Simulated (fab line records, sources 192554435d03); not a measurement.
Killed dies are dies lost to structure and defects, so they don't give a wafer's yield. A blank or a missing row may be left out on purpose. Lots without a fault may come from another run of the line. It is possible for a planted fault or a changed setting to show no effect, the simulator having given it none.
Struck lot and sound lot, side by side / flow n5 finfet / 15 out of 1938 route steps
Sound: these wafers, L255.2, L255.3, L255.5. Struck: wafer L265.4. (L265.5 of the same lot was not struck and is left out.) The cause comes at the end.
Per side, at each step with rows, come the tool, then ch with its chambers, and then its first start. Under that, the readings that differ: sound wafers / struck wafers / difference of the means / sigmas: that difference in standard deviations of wafers without a fault.
alike: same words and numbers on both sides, and readings whose means sit less than 2 such deviations apart. not compared: any withheld reading, any reading some wafer has no value for, any bound like >300 that may hide the same value, and any number with overlapping values for which the record gives no deviation.
Wherever a step has rows on one side only, a row that says differs or no value, or a row with sigmas, the two part there. Numbers that have no deviation but don't overlap get no sigmas and don't part them. A reading missing from all wafers of one side parts the sides only when that side holds two or more wafers.

N5_BEOL_M6_STRIP_80: strips in N2/H2, time 10 s.
  sound: rie diel-02 ch 0,1,3; struck: rie diel-02 ch 1
  alike: drypump motor current A, oes product au, rf vpp V, showerhead plenum p Torr, throttle valve pct
  not compared: rf hours counter h
N5_BEOL_M6_OCD_MEAS_38:
  struck on ocd-01, day 12 21:31; sound on ocd-01, day 9 09:05
  alike: trench depth nm
then, 4 steps without rows for these wafers: N5_BEOL_M6_HM_STRIP_39 (strips TiN in peroxide tin strip, target depth 25 nm, time 158 s); N5_BEOL_M6_SRD_40 (time 30 s); N5_BEOL_M6_PRECLEAN_42 (cleans in residue remover, time 60 s); N5_BEOL_M6_SRD_43 (time 30 s).
N5_BEOL_M6_CD_MEAS_35: target cd 40 nm, target cd y 28 nm.
  struck on cd sem-03, day 12 21:41; sound on cd sem-02, day 9 09:14
  alike: cd nm
N5_BEOL_M6_CURE_75: cures SiCOH lowk, time 120 s.
  sound on uv cure-02 ch 1, day 9 09:19; struck on uv cure-01 ch 0, day 12 22:01
  alike: lamp power pct, wafer_temp_C_max
then, 1 step without rows for these wafers: N5_BEOL_M6_DEGAS_44 (time 60 s).
N5_BEOL_M6_PRE_CLEAN_45: time 30 s.
  struck on pvd sputter-03, day 12 22:25; sound on pvd sputter-02, day 9 09:40
  alike: heater power w
N5_BEOL_M6_ALD_77: deposits TaN, target thk 2 nm, pulse time 2 s, purge time 3 s.
  sound on ald metal-04 ch 0,3, day 9 09:44; struck on ald metal-04 ch 3, day 12 22:37
  alike: chamber pressure Torr, heater power w
N5_BEOL_M6_SURFACE_TREAT_79:
  struck on pvd sputter-03, day 12 23:02; sound on pvd sputter-02, day 9 10:07
  not compared: throttle valve pct
N5_BEOL_M6_CVD_78: deposits Co from CCTBA/H2, target thk 2 nm, time 142.3 s.
  sound on cvd co-01 ch 0,1, day 9 10:24; struck on cvd co-02 ch 1, day 12 23:09
reading=run length s (s); sound=165.5 164.9 164.8; struck=162.5; difference=-2.6; sigmas=-4
  alike: chamber pressure Torr
then, 1 step without rows for these wafers: N5_BEOL_M6_SPUTTER_48 (material Cu, target thk 10 nm, time 1.667 s).
-- here the record skips 4 days between the struck wafers' starts before and after, leaving off in module BEOL_M6 and picking up in module PASSIVATION (first step shown: number 1936 of the route) --
N5_PASSIVATION_PROBE_49:
  struck on prober-01, day 16 11:56; sound on prober-02, day 13 01:45
  alike: defect limited yield, killed_at_M0_to_M3, killed_at_M4_up, killed at contacts, killed at front end, killed at other, killed dies, killed open, killed short, sort_bin_5_function, sort_bin_6_memory, sort n pass, sort yield pct

WHERE THEY PART
At N5_BEOL_M6_CVD_78 and nowhere else, as far as this record goes. Later steps at which nothing parts them and some readings are alike: N5_PASSIVATION_PROBE_49.

WHY: the cause the simulator had injected
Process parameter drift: cvd co-02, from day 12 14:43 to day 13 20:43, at N5_BEOL_M6_CVD_78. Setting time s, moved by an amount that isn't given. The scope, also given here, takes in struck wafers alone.
